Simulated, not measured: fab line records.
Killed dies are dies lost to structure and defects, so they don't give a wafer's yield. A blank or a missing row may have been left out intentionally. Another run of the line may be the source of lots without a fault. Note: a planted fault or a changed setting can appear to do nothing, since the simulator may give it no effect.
Split-lot study :: flow n5Finfet :: 21 wafers read from 7 lots, route of 1938 steps

## SPLIT DETAILS
At N5_BEOL_M0_SAQP_EXPOSE_11 (exposes mask M0 CORE, target cd 42 nm), the setting doseMj was moved away from the recipe's 55 on 10 of the 21 wafers read, by -6.0% to +4.7%. All remaining wafers had this setting at the recipe value.

## BETWEEN THE SPLIT AND THE READING: the file shows 1 step in between
- N5_BEOL_M0_SAQP_DEVELOP_13: develop time 30 s (also split here: developTimeS)

## THE READING
cdNm, in nm, at N5_BEOL_M0_SAQP_CD_MEAS_14 (target cd 42.5 nm). Typical for fault-free wafers on this fab line: 42.4 nm, with standard deviation 0.33 nm.

wafer: L075.1
tool, chamber at the split: arfiScanner-02, 0
doseMj as run: 55
against the recipe: recipe
cdNm, nm: 41.9
against lot-mates on the recipe: -

wafer: L075.2
tool, chamber at the split: arfiScanner-02, 0
doseMj as run: 57.6
against the recipe: +4.7%
cdNm, nm: 40.7
against lot-mates on the recipe: -1.4

wafer: L075.3
tool, chamber at the split: arfiScanner-02, 0
doseMj as run: 55
against the recipe: recipe
cdNm, nm: 42.4
against lot-mates on the recipe: -

wafer: L076.1
tool, chamber at the split: arfiScanner-03, 0
doseMj as run: 55
against the recipe: recipe
cdNm, nm: 42.6
against lot-mates on the recipe: -

wafer: L076.3
tool, chamber at the split: arfiScanner-03, 0
doseMj as run: 57.03
against the recipe: +3.7%
cdNm, nm: 41.9
against lot-mates on the recipe: -0.7

wafer: L076.6
tool, chamber at the split: arfiScanner-03, 0
doseMj as run: 57.03
against the recipe: +3.7%
cdNm, nm: 41.5
against lot-mates on the recipe: -1.1

wafer: L080.1
tool, chamber at the split: arfiScanner-03, 0
doseMj as run: 55
against the recipe: recipe
cdNm, nm: 42.2
against lot-mates on the recipe: -

wafer: L080.2
tool, chamber at the split: arfiScanner-03, 0
doseMj as run: 55
against the recipe: recipe
cdNm, nm: 42.7
against lot-mates on the recipe: -

wafer: L080.4
tool, chamber at the split: arfiScanner-03, 0
doseMj as run: 55
against the recipe: recipe
cdNm, nm: 42.1
against lot-mates on the recipe: -

wafer: L082.1
tool, chamber at the split: arfiScanner-03, 0
doseMj as run: 52.86
against the recipe: -3.9%
cdNm, nm: 43.6
against lot-mates on the recipe: no lot-mate on the recipe

wafer: L082.3
tool, chamber at the split: arfiScanner-03, 0
doseMj as run: 52.86
against the recipe: -3.9%
cdNm, nm: 43.1
against lot-mates on the recipe: no lot-mate on the recipe

wafer: L082.5
tool, chamber at the split: arfiScanner-03, 0
doseMj as run: 52.86
against the recipe: -3.9%
cdNm, nm: 43.0
against lot-mates on the recipe: no lot-mate on the recipe

wafer: L088.3
tool, chamber at the split: arfiScanner-03, 0
doseMj as run: 51.7
against the recipe: -6.0%
cdNm, nm: 44.2
against lot-mates on the recipe: +1.9

wafer: L088.4
tool, chamber at the split: arfiScanner-03, 0
doseMj as run: 51.7
against the recipe: -6.0%
cdNm, nm: 44.5
against lot-mates on the recipe: +2.2

wafer: L088.6
tool, chamber at the split: arfiScanner-03, 0
doseMj as run: 55
against the recipe: recipe
cdNm, nm: 42.3
against lot-mates on the recipe: -

wafer: L094.2
tool, chamber at the split: arfiScanner-03, 0
doseMj as run: 55
against the recipe: recipe
cdNm, nm: 43.0
against lot-mates on the recipe: -

wafer: L094.4
tool, chamber at the split: arfiScanner-03, 0
doseMj as run: 55
against the recipe: recipe
cdNm, nm: 42.4
against lot-mates on the recipe: -

wafer: L094.6
tool, chamber at the split: arfiScanner-03, 0
doseMj as run: 55
against the recipe: recipe
cdNm, nm: 42.4
against lot-mates on the recipe: -

wafer: L096.2
tool, chamber at the split: arfiScanner-01, 0
doseMj as run: 55
against the recipe: recipe
cdNm, nm: 42.6
against lot-mates on the recipe: -

wafer: L096.4
tool, chamber at the split: arfiScanner-01, 0
doseMj as run: 53.16
against the recipe: -3.3%
cdNm, nm: 43.3
against lot-mates on the recipe: +0.7

wafer: L096.6
tool, chamber at the split: arfiScanner-01, 0
doseMj as run: 53.16
against the recipe: -3.3%
cdNm, nm: 44.0
against lot-mates on the recipe: +1.4

FIT RESULTS
A straight line over all 21 wafers: cdNm changes by -0.285 nm for each +1% of doseMj; r = -0.93; the points scatter about the line by 0.35 nm.
The same after taking each lot's own level away (the mean of its wafers on the recipe; 18 wafers): -0.311 nm for each +1%; r = -0.96; scatter 0.26 nm.
According to that fit, moving doseMj by its largest amount changes the reading by 1.9 nm.
From 42.15 to 42.60 nm: that is the span of the lots' own levels, equal to 1.4 times the standard deviation above.
So the lot-to-lot level changes the slope little: the two slopes agree.
Check: for one of the wafers moved furthest among these (-6.0%), held out of the fit, the line's prediction against its lot-mates is +1.92 nm. It came out at +1.9 nm against them.

## OTHER SPLITS APPLIED TO THESE WAFERS
These wafers also went through other splits before the reading. Each is held against what the fit with the lots' levels taken away leaves over:
other split on the same wafers: N5_MOL_CONTACT_COAG_VIA_ETCH_117 biasW
wafers away from the commonest value: 7
r with cdNm (lot level and that fit taken away): -0.23

other split on the same wafers: N5_BEOL_M0_SAQP_DEVELOP_13 developTimeS
wafers away from the commonest value: 10
r with cdNm (lot level and that fit taken away): -0.40

## FILE'S OWN FIT
cdNm changes by -0.316 nm for each +1% of doseMj, r = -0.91.
